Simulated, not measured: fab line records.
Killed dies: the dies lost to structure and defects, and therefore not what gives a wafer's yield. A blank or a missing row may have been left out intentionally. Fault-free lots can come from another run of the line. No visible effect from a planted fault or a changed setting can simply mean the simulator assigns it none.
Chamber matching ; flow n5_finfet ; N5_BEOL_M4_ALD_84 on ald_metal-03: 4 sister chambers
The step deposits TaN, pulse time 2 s, purge time 3 s, co reactant purge time 2 s. 30 wafers are shown with their chamber, then 12 later ones without.

WAFERS, EACH WITH ITS CHAMBER
wafer;chamber;heater_power_w (W);precursor_vessel_carrier_sccm (sccm)
L075.1;3;480;996.2
L075.5;3;475;998.5
L075.6;2;404;1001.6
L074.1;0;390;1000.0
L074.3;3;480;1004.3
L074.5;2;407;1001.8
L078.2;1;424;1003.1
L078.3;3;480;999.0
L078.6;2;416;1000.4
L081.4;3;475;1000.2
L081.5;3;484;997.1
L081.6;0;393;997.0
L084.1;0;393;1000.7
L084.3;3;477;997.9
L084.5;1;438;1000.2
L082.2;2;411;1000.8
L082.3;3;482;1005.1
L082.6;1;435;998.4
L087.2;0;379;1000.5
L087.4;2;408;995.5
L087.6;1;438;1002.3
L086.3;1;454;998.2
L086.4;0;396;1000.0
L086.5;1;434;998.1
L088.3;1;447;998.0
L088.5;3;485;1000.9
L088.6;0;392;1004.7
L092.3;3;479;997.8
L092.5;2;401;998.0
L092.6;3;482;995.9

SIGNATURES (means of the wafers above)
reading;chamber 0;chamber 1;chamber 2;chamber 3;scatter within a chamber
heater_power_w;390.50;438.57;407.83;479.91;6.14
precursor_vessel_carrier_sccm;1000.483;999.757;999.683;999.355;2.64
Rule: for each reading, subtract the chamber's mean from the wafer's reading, divide by that reading's scatter and square the result; add these up over the readings and take the root, which gives the wafer's distance from the chamber. If the next closest chamber is less than 2 further off than the closest, the wafer can't be placed; otherwise it belongs to the closest. How the scatter is found: for the shown wafers, subtract from each reading the mean of its chamber, square and add these, divide the total by (wafers less chambers), then take the root.

WAFERS WHOSE CHAMBER IS MISSING
wafer;heater_power_w (W);precursor_vessel_carrier_sccm (sccm)
L091.1;393;1000.6
L091.2;478;1002.1
L091.6;491;1002.3
L094.2;437;998.2
L094.3;384;998.6
L094.6;413;1004.3
L097.2;479;1001.4
L097.3;387;1000.4
L097.5;442;997.8
L096.1;416;999.6
L096.2;485;995.5
L096.4;447;997.5

WHICH CHAMBER EACH WENT THROUGH
wafer;from the rows above;in truth
L091.1;0;0
L091.2;3;3
L091.6;3;3
L094.2;1;1
L094.3;0;0
L094.6;can't be placed: 2 or 0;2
L097.2;3;3
L097.3;0;0
L097.5;1;1
L096.1;2;2
L096.2;3;3
L096.4;1;1
Correct placement for 11 of the 12. Cannot be placed on the basis of these rows: 1; the candidates contain the true chamber in 1. Wrongly placed: 0.
